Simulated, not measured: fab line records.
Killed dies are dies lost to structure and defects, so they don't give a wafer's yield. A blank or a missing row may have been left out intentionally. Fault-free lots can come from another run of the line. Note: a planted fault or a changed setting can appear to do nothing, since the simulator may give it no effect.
The tool behind it: which one? | flow n5_finfet | 24 wafers from 8 lots sampled at 7 of the route's 1938 steps

## WHAT EACH GAUGE READ, for each wafer
N5_BEOL_M0_RS_MEAS_126: a four-point-probe measurement. Usual: for M0_RS the level is 0.537 ohm/sq and the standard deviation is 0.021.
lot  | measured     | on            | M0_RS (ohm/sq)    | flag
L317 | day 7 03:23  | film_metro-01 | 0.632 0.529 0.538 |
L319 | day 7 20:56  | film_metro-02 | 0.670 0.544 0.559 |
L320 | day 8 02:37  | film_metro-01 | 0.539 0.551 0.533 |
L329 | day 10 03:34 | film_metro-01 | 0.557 0.557 0.528 |
L330 | day 10 10:50 | film_metro-01 | 0.532 0.534 0.566 |
L332 | day 10 23:25 | film_metro-02 | 0.556 0.505 0.562 |
L333 | day 11 00:17 | film_metro-02 | 0.517 0.557 0.534 |
L334 | day 11 18:05 | film_metro-02 | 0.556 0.607 0.536 |

N5_BEOL_M4_RC_MEAS_101. Usual: DIBL_N 36.2 mV/V, standard deviation 1.7; DIBL_P 36.2 mV/V, standard deviation 2.2; IOFF_N 0.16 nA/um, standard deviation 0.035; IOFF_P 0.21 nA/um, standard deviation 0.042; ION_N 673 uA/um, standard deviation 13; ION_P 462 uA/um, standard deviation 7.9; SS_N 71.4 mV/dec, standard deviation 0.59; SS_P 73.2 mV/dec, standard deviation 0.7; VT_N 250 mV, standard deviation 3.6; VT_P -251 mV, standard deviation 3.5.
lot  | measured     | on        | DIBL_N (mV/V)  | DIBL_P (mV/V)  | IOFF_N (nA/um) | IOFF_P (nA/um) | ION_N (uA/um) | ION_P (uA/um) | SS_N (mV/dec)  | SS_P (mV/dec)  | VT_N (mV)   | VT_P (mV)      | flag
L317 | day 8 20:38  | prober-01 | 39.8 39.8 41.5 | 40.7 39.1 41.8 | 0.25 0.22 0.28 | 0.32 0.28 0.36 | 705 680 688   | 485 468 478   | 72.4 71.3 72.1 | 74.7 74.4 74.7 | 240 246 243 | -245 -248 -243 |
L319 | day 9 19:28  | prober-02 | 37.3 37.1 36.5 | 37.1 38.6 36.5 | 0.18 0.19 0.16 | 0.24 0.27 0.22 | 676 691 682   | 468 477 463   | 71.6 71.7 71.3 | 72.4 73.7 72.6 | 249 246 250 | -248 -247 -250 |
L320 | day 10 02:51 | prober-01 | 35.0 37.7 35.9 | 34.7 37.1 35.6 | 0.13 0.17 0.14 | 0.21 0.25 0.24 | 654 668 655   | 466 464 464   | 71.3 71.3 70.4 | 72.4 73.0 72.9 | 254 250 252 | -251 -247 -247 |
L329 | day 12 13:05 | prober-02 | 36.2 35.4 36.9 | 35.5 35.1 37.5 | 0.16 0.16 0.17 | 0.21 0.21 0.24 | 670 677 676   | 465 468 462   | 71.2 71.6 72.2 | 73.1 73.0 73.1 | 251 249 249 | -249 -249 -249 |
L330 | day 12 17:07 | prober-02 | 32.5 32.4 32.2 | 32.9 31.6 30.7 | 0.10 0.10 0.09 | 0.15 0.14 0.13 | 654 648 648   | 455 446 446   | 71.2 70.5 70.4 | 72.3 72.4 72.3 | 256 256 258 | -254 -255 -258 |
L332 | day 12 20:08 | prober-02 | 36.3 35.5 34.4 | 37.8 35.8 34.4 | 0.16 0.14 0.12 | 0.21 0.19 0.16 | 675 671 667   | 458 461 454   | 70.9 70.7 71.0 | 73.4 73.3 73.1 | 251 252 253 | -251 -251 -254 |
L333 | day 13 14:12 | prober-01 | 37.8 36.2 37.1 | 37.2 34.0 34.9 | 0.16 0.12 0.15 | 0.25 0.19 0.21 | 669 673 675   | 459 462 470   | 71.8 71.5 70.9 | 73.6 72.6 72.3 | 247 255 249 | -247 -251 -249 |
L334 | day 13 15:37 | prober-02 | 37.0 34.4 37.7 | 36.1 33.8 37.8 | 0.16 0.12 0.18 | 0.21 0.17 0.24 | 668 666 678   | 459 457 459   | 71.3 71.0 71.8 | 72.9 71.9 73.3 | 251 255 247 | -250 -253 -249 |

## EACH LOT AND THE TOOL THAT RAN IT (in order: tool; ch and the chambers of the sampled wafers; start)
lot  | N5_BEOL_M0_SAQP_PECVD_00        | N5_BEOL_M0_CUTY_ETCH_62            | N5_BEOL_M0_STRIP_142               | N5_BEOL_M0_ETCH_109                | N5_BEOL_M0_DEGAS_112
L317 | pecvd-03 ch 0,1, day 6 16:20    | rie_diel-01 ch 1,2, day 7 00:00    | rie_diel-01 ch 0,1,3, day 7 00:39  | rie_diel-01 ch 0,1,2, day 7 00:51  | pvd_sputter-03, day 7 01:06
L319 | pecvd-03 ch 0,1,2, day 7 07:27  | rie_diel-04 ch 0,1,2, day 7 14:00  | rie_diel-01 ch 0,2,3, day 7 17:53  | rie_diel-01 ch 0,1,3, day 7 18:11  | pvd_sputter-01, day 7 18:55
L320 | pecvd-02 ch 0,2, day 7 13:15    | rie_diel-04 ch 2,3, day 7 20:20    | rie_diel-04 ch 0,2,3, day 7 23:31  | rie_diel-04 ch 0,3, day 7 23:43    | pvd_sputter-02, day 8 00:16
L329 | pecvd-03 ch 0,1, day 9 15:17    | rie_diel-03 ch 1,2,3, day 9 22:43  | rie_diel-04 ch 1,3, day 9 23:38    | rie_diel-01 ch 1,2, day 9 23:52    | pvd_sputter-01, day 10 00:59
L330 | pecvd-03 ch 0,2, day 9 23:34    | rie_diel-04 ch 1,3, day 10 06:27   | rie_diel-01 ch 0,1,2, day 10 07:58 | rie_diel-03 ch 1,2,3, day 10 08:10 | pvd_sputter-01, day 10 08:47
L332 | pecvd-03 ch 0,1, day 10 09:29   | rie_diel-04 ch 2,3, day 10 19:45   | rie_diel-04 ch 0,1, day 10 20:26   | rie_diel-03 ch 0,2,3, day 10 20:38 | pvd_sputter-02, day 10 21:23
L333 | pecvd-03 ch 0,2, day 10 12:53   | rie_diel-01 ch 0,2,3, day 10 20:38 | rie_diel-04 ch 0,2,3, day 10 21:31 | rie_diel-04 ch 0,2,3, day 10 21:43 | pvd_sputter-02, day 10 21:55
L334 | pecvd-03 ch 0,1,2, day 10 23:18 | rie_diel-01 ch 0,2,3, day 11 06:45 | rie_diel-01 ch 0,2,3, day 11 12:02 | rie_diel-03 ch 0,2,3, day 11 12:14 | pvd_sputter-01, day 11 12:59
- N5_BEOL_M0_SAQP_PECVD_00: deposits SiCN from 3MS/NH3, target thk 8 nm, time 14 s.
- N5_BEOL_M0_CUTY_ETCH_62: etches SiARC in CF4, time 58.5 s.
- N5_BEOL_M0_STRIP_142: strips in N2/H2, time 10 s.
- N5_BEOL_M0_ETCH_109: etches SiCN in CH3F/O2, target depth 8 nm, overetch 2.4 nm, time 27.4 s.
- N5_BEOL_M0_DEGAS_112: time 60 s.

## WHAT THE TOOLS THEMSELVES READ (means of the sampled wafers that have a number; where no wafer has one, the mark that the record gives instead)
N5_BEOL_M0_SAQP_PECVD_00. Usual: chamber_pressure_Torr 2.999 Torr, standard deviation 0.0068; showerhead_plenum_p_Torr 3.664 Torr, standard deviation 0.016; throttle_valve_pct 9.2 %, standard deviation 0.36.
lot  | tool     | chamber_pressure_Torr (Torr) | showerhead_plenum_p_Torr (Torr) | throttle_valve_pct (%) | flag
L317 | pecvd-03 | 3.002                        | 3.648                           | 9.4                    |
L319 | pecvd-03 | 2.997                        | 3.659                           | 9.2                    |
L320 | pecvd-02 | 2.997                        | 3.677                           | 8.8                    |
L329 | pecvd-03 | 2.991                        | 3.667                           | 9.5                    |
L330 | pecvd-03 | 3.002                        | 3.649                           | 9.5                    |
L332 | pecvd-03 | 2.999                        | 3.653                           | 9.4                    |
L333 | pecvd-03 | 2.994                        | 3.650                           | 9.4                    |
L334 | pecvd-03 | 3.001                        | 3.661                           | 9.4                    |

N5_BEOL_M0_CUTY_ETCH_62. Usual: drypump_motor_current_A 5.6 A, standard deviation 0.43; etch_rf_on_time_s 58.5 s, standard deviation 0.95; oes_product_au 0.65 a.u., standard deviation 0.054; rf_vpp_V 184.4 V, standard deviation 1.2; showerhead_plenum_p_Torr 2.17 Torr, standard deviation 0.058; throttle_valve_pct 15.56 %, standard deviation 0.17.
lot  | tool        | drypump_motor_current_A (A) | etch_rf_on_time_s (s) | oes_product_au (a.u.) | rf_vpp_V (V) | showerhead_plenum_p_Torr (Torr) | throttle_valve_pct (%) | flag
L317 | rie_diel-01 | 4.9                         | 57.7                  | 0.62                  | 184.1        | 2.15                            | 15.65                  |
L319 | rie_diel-04 | 6.1                         | 59.6                  | 0.65                  | 185.3        | 2.14                            | 15.68                  |
L320 | rie_diel-04 | 6.0                         | 58.7                  | 0.60                  | 183.9        | 2.14                            | 15.59                  |
L329 | rie_diel-03 | 5.5                         | 57.8                  | 0.71                  | 183.0        | 2.16                            | 15.40                  |
L330 | rie_diel-04 | 5.9                         | 58.3                  | 0.64                  | 184.2        | 2.19                            | 15.65                  |
L332 | rie_diel-04 | 6.0                         | 58.3                  | 0.75                  | 183.8        | 2.14                            | 15.30                  |
L333 | rie_diel-01 | 5.6                         | 58.2                  | 0.64                  | 183.3        | 2.15                            | 15.60                  |
L334 | rie_diel-01 | 5.6                         | 58.6                  | 0.64                  | 183.5        | 2.14                            | 15.61                  |

N5_BEOL_M0_STRIP_142. Usual: drypump_motor_current_A 5.7 A, standard deviation 0.45; oes_product_au 0.76 a.u., standard deviation 0.069; rf_vpp_V 59.3 V, standard deviation 0.82; showerhead_plenum_p_Torr 2.56 Torr, standard deviation 0.07; throttle_valve_pct 23.50 %, standard deviation 0.27.
lot  | tool        | drypump_motor_current_A (A) | oes_product_au (a.u.) | rf_vpp_V (V) | showerhead_plenum_p_Torr (Torr) | throttle_valve_pct (%) | flag
L317 | rie_diel-01 | 5.7                         | 0.78                  | 59.3         | 2.62                            | 23.42                  |
L319 | rie_diel-01 | 5.6                         | 0.78                  | 59.7         | 2.55                            | 23.49                  |
L320 | rie_diel-04 | 6.0                         | 0.72                  | 59.5         | 2.55                            | 23.51                  |
L329 | rie_diel-04 | 6.0                         | 0.79                  | 59.8         | 2.59                            | 23.61                  |
L330 | rie_diel-01 | 5.3                         | 0.72                  | 59.6         | 2.52                            | 23.69                  |
L332 | rie_diel-04 | 6.0                         | 0.80                  | 59.7         | 2.56                            | 23.78                  |
L333 | rie_diel-04 | 6.0                         | 0.80                  | 59.4         | 2.54                            | 23.43                  |
L334 | rie_diel-01 | 5.6                         | 0.76                  | 59.0         | 2.53                            | 23.54                  |

N5_BEOL_M0_ETCH_109. Usual: drypump_motor_current_A 5.6 A, standard deviation 0.43; oes_product_au 0.66 a.u., standard deviation 0.058; rf_vpp_V 297.9 V, standard deviation 1.4; showerhead_plenum_p_Torr 2.03 Torr, standard deviation 0.057; throttle_valve_pct 16.26 %, standard deviation 0.17.
lot  | tool        | drypump_motor_current_A (A) | oes_product_au (a.u.) | rf_vpp_V (V) | showerhead_plenum_p_Torr (Torr) | throttle_valve_pct (%) | flag
L317 | rie_diel-01 | 5.2                         | 0.55                  | 297.8        | 2.00                            | 16.32                  |
L319 | rie_diel-01 | 5.7                         | 0.60                  | 299.0        | 2.07                            | 16.24                  |
L320 | rie_diel-04 | 6.0                         | 0.64                  | 297.1        | 2.02                            | 16.47                  |
L329 | rie_diel-01 | 5.0                         | 0.60                  | 297.2        | 2.01                            | 16.43                  |
L330 | rie_diel-03 | 5.5                         | 0.71                  | 297.2        | 2.01                            | 16.09                  |
L332 | rie_diel-03 | 5.5                         | 0.70                  | 298.1        | 2.05                            | 16.11                  |
L333 | rie_diel-04 | 6.0                         | 0.68                  | 297.9        | 2.00                            | 16.28                  |
L334 | rie_diel-03 | 5.5                         | 0.69                  | 297.8        | 2.04                            | 16.10                  |

N5_BEOL_M0_DEGAS_112. Usual: heater_power_w at 337 W, with a standard deviation of 33.
lot  | tool           | heater_power_w (W) | flag
L317 | pvd_sputter-03 | 385                |
L319 | pvd_sputter-01 | 331                |
L320 | pvd_sputter-02 | 335                |
L329 | pvd_sputter-01 | 310                |
L330 | pvd_sputter-01 | 296                |
L332 | pvd_sputter-02 | 316                |
L333 | pvd_sputter-02 | 320                |
L334 | pvd_sputter-01 | 322                |

## THE ANSWER, worked out from the rows above alone
Rule: a lot is off if the mean of its wafers that have a number lies more than 3 standard deviations from the usual mean. A lot without any number at a reading at which 4 lots or more have one is off too. Any other lot the step has rows for is counted as sound. First the gauges in route order, then the tools' own readings, where a lot's mean is used as printed above. At the first step where some lot is off, the reading lying furthest off is the one used; lots without a number count as furthest.
Across all readings shown, no lot is off: no conclusion can be drawn from this.

## WHAT THE SIMULATOR HAD PUT IN
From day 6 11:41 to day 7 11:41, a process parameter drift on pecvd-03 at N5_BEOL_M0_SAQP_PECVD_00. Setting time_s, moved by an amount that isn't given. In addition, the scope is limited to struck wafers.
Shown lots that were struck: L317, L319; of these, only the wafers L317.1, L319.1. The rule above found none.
